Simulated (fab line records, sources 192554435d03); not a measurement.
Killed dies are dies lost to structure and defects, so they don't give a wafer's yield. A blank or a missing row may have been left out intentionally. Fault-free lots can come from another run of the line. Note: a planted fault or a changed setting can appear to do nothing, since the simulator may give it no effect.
Split-lot experiment :: flow n5-finfet :: 21 wafers read across 7 lots, on a route 1938 steps long

== THE SPLIT ITSELF ==
At N5_FIN_SAQP_PECVD_47 (deposits a-Si from SiH4/He, target thk 45 nm, time 36.3 s), the setting time-s was moved away from the recipe's 36.3 s on 6 of the 21 wafers read, by -5.2% to +10.5%. This setting was run at the recipe's value on the other wafers.

== FROM THE SPLIT TO THE READING: what the file shows between them, 6 steps ==
- N5_FIN_SAQP_EXPOSE_13: exposes mask FIN CORE, target cd 35.6 nm (also split here: dose-mj)
- N5_FIN_SAQP_PEB_14: peb time 60 s
- N5_FIN_SAQP_DEVELOP_15: develop time 30 s
- N5_FIN_SAQP_CD_MEAS_16: target cd 35.6 nm
- N5_FIN_SAQP_ETCH_57: etches SiNx in CH3F/O2, target depth 32.5 nm, time 46.4 s
- N5_FIN_SAQP_ETCH_65: etches SiO2 in CF4, target depth 4 nm, time 4.4 s

== THE READING ==
etch.depth-nm (the simulator's own value, which no gauge read), in nm, at N5_FIN_SAQP_MANDREL_ETCH_58 (etches a-Si in HBr/Cl2, stops on SiNx, target depth 45 nm, bt time 10 s, time 27 s). No usual value for it is given in the file. Across the 15 wafers here that went through the recipe, the average is 45.21 nm and the standard deviation 0.78 nm.

wafer: L075.1
tool, chamber at the split: pecvd-04, 1
time-s as run, s: 36.3
against the recipe: recipe
etch.depth-nm, nm: 44.98
against lot-mates on the recipe: -

wafer: L075.3
tool, chamber at the split: pecvd-04, 0
time-s as run, s: 36.3
against the recipe: recipe
etch.depth-nm, nm: 44.24
against lot-mates on the recipe: -

wafer: L075.6
tool, chamber at the split: pecvd-04, 0
time-s as run, s: 36.3
against the recipe: recipe
etch.depth-nm, nm: 44.84
against lot-mates on the recipe: -

wafer: L077.1
tool, chamber at the split: pecvd-01, 0
time-s as run, s: 36.3
against the recipe: recipe
etch.depth-nm, nm: 43.72
against lot-mates on the recipe: -

wafer: L077.2
tool, chamber at the split: pecvd-01, 1
time-s as run, s: 34.41
against the recipe: -5.2%
etch.depth-nm, nm: 42.55
against lot-mates on the recipe: -1.84

wafer: L077.5
tool, chamber at the split: pecvd-01, 0
time-s as run, s: 36.3
against the recipe: recipe
etch.depth-nm, nm: 45.05
against lot-mates on the recipe: -

wafer: L080.4
tool, chamber at the split: pecvd-01, 0
time-s as run, s: 36.3
against the recipe: recipe
etch.depth-nm, nm: 45.26
against lot-mates on the recipe: -

wafer: L080.5
tool, chamber at the split: pecvd-01, 2
time-s as run, s: 36.3
against the recipe: recipe
etch.depth-nm, nm: 46.88
against lot-mates on the recipe: -

wafer: L080.6
tool, chamber at the split: pecvd-01, 1
time-s as run, s: 36.3
against the recipe: recipe
etch.depth-nm, nm: 45.71
against lot-mates on the recipe: -

wafer: L082.1
tool, chamber at the split: pecvd-04, 1
time-s as run, s: 36.3
against the recipe: recipe
etch.depth-nm, nm: 44.83
against lot-mates on the recipe: -

wafer: L082.2
tool, chamber at the split: pecvd-04, 2
time-s as run, s: 40.1
against the recipe: +10.5%
etch.depth-nm, nm: 49.96
against lot-mates on the recipe: +4.89

wafer: L082.4
tool, chamber at the split: pecvd-04, 1
time-s as run, s: 36.3
against the recipe: recipe
etch.depth-nm, nm: 45.31
against lot-mates on the recipe: -

wafer: L083.1
tool, chamber at the split: pecvd-04, 1
time-s as run, s: 36.3
against the recipe: recipe
etch.depth-nm, nm: 44.15
against lot-mates on the recipe: -

wafer: L083.4
tool, chamber at the split: pecvd-04, 1
time-s as run, s: 37.67
against the recipe: +3.8%
etch.depth-nm, nm: 46.61
against lot-mates on the recipe: +2.46

wafer: L083.6
tool, chamber at the split: pecvd-04, 2
time-s as run, s: 37.67
against the recipe: +3.8%
etch.depth-nm, nm: 46.89
against lot-mates on the recipe: +2.74

wafer: L093.1
tool, chamber at the split: pecvd-01, 1
time-s as run, s: 36.3
against the recipe: recipe
etch.depth-nm, nm: 45.88
against lot-mates on the recipe: -

wafer: L093.3
tool, chamber at the split: pecvd-01, 2
time-s as run, s: 36.3
against the recipe: recipe
etch.depth-nm, nm: 46.01
against lot-mates on the recipe: -

wafer: L093.6
tool, chamber at the split: pecvd-01, 1
time-s as run, s: 36.3
against the recipe: recipe
etch.depth-nm, nm: 45.72
against lot-mates on the recipe: -

wafer: L097.2
tool, chamber at the split: pecvd-04, 0
time-s as run, s: 34.66
against the recipe: -4.5%
etch.depth-nm, nm: 42.99
against lot-mates on the recipe: -2.57

wafer: L097.3
tool, chamber at the split: pecvd-04, 1
time-s as run, s: 34.66
against the recipe: -4.5%
etch.depth-nm, nm: 42.59
against lot-mates on the recipe: -2.97

wafer: L097.4
tool, chamber at the split: pecvd-04, 0
time-s as run, s: 36.3
against the recipe: recipe
etch.depth-nm, nm: 45.56
against lot-mates on the recipe: -

FIT RESULTS
A straight line over all 21 wafers: etch.depth-nm changes by +0.472 nm for each +1% of time-s; r = +0.91; the points scatter about the line by 0.71 nm.
The same after taking each lot's own level away (the mean of its wafers on the recipe; 21 wafers): +0.511 nm for each +1%; r = +0.96; scatter 0.52 nm.
That fit puts the effect of the largest move of time-s on the reading at 5.3 nm.
Measured against the standard deviation above, the lots' own levels, which go from 44.150 to 45.950 nm, span 2.3 times it.
So the lot-to-lot level changes the slope little: the two slopes agree.
Check: +6.03 nm against its lot-mates is what the line predicts for one of the wafers moved furthest among these (+10.5%) when that wafer is left out of the fit. Against them it came out at +4.89 nm.

== THE OTHER SPLITS THESE WAFERS WENT THROUGH ==
Before the reading, these wafers also passed through other splits. Each is held against what the fit with the lots' levels taken away leaves over:
other split on the same wafers: N5_ZERO_LAYER_ETCH_18 icp-w
wafers away from the commonest value: 9
r with etch.depth-nm (lot level and that fit taken away): -0.03

other split on the same wafers: N5_WELL_APT_PEB_23 peb-temp-c
wafers away from the commonest value: 9
r with etch.depth-nm (lot level and that fit taken away): -0.01

other split on the same wafers: N5_FIN_SAQP_EXPOSE_13 dose-mj
wafers away from the commonest value: 7
r with etch.depth-nm (lot level and that fit taken away): +0.08

== THE WHOLE CHAIN: every reading that the file lists as answering this split, in the file's order ==
step: N5_FIN_SAQP_PECVD_47
what it does: deposits a-Si from SiH4/He, target thk 45 nm, time 36.3 s
reading: a-Si_of_FIN_SAQP_PECVD_47.thk-nm (the simulator's own value, which no gauge read)
change (the file's fit): +0.484 nm for each +1% of the setting
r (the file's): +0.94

step: N5_FIN_SAQP_MANDREL_ETCH_58
what it does: etches a-Si in HBr/Cl2, stops on SiNx, target depth 45 nm, bt time 10 s, time 27 s
reading: etch.depth-nm (the simulator's own value, which no gauge read)
change (the file's fit): +0.484 nm for each +1% of the setting
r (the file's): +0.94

== THE FILE'S OWN FIT ==
etch.depth-nm changes by +0.484 nm for each +1% of time-s, r = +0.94.
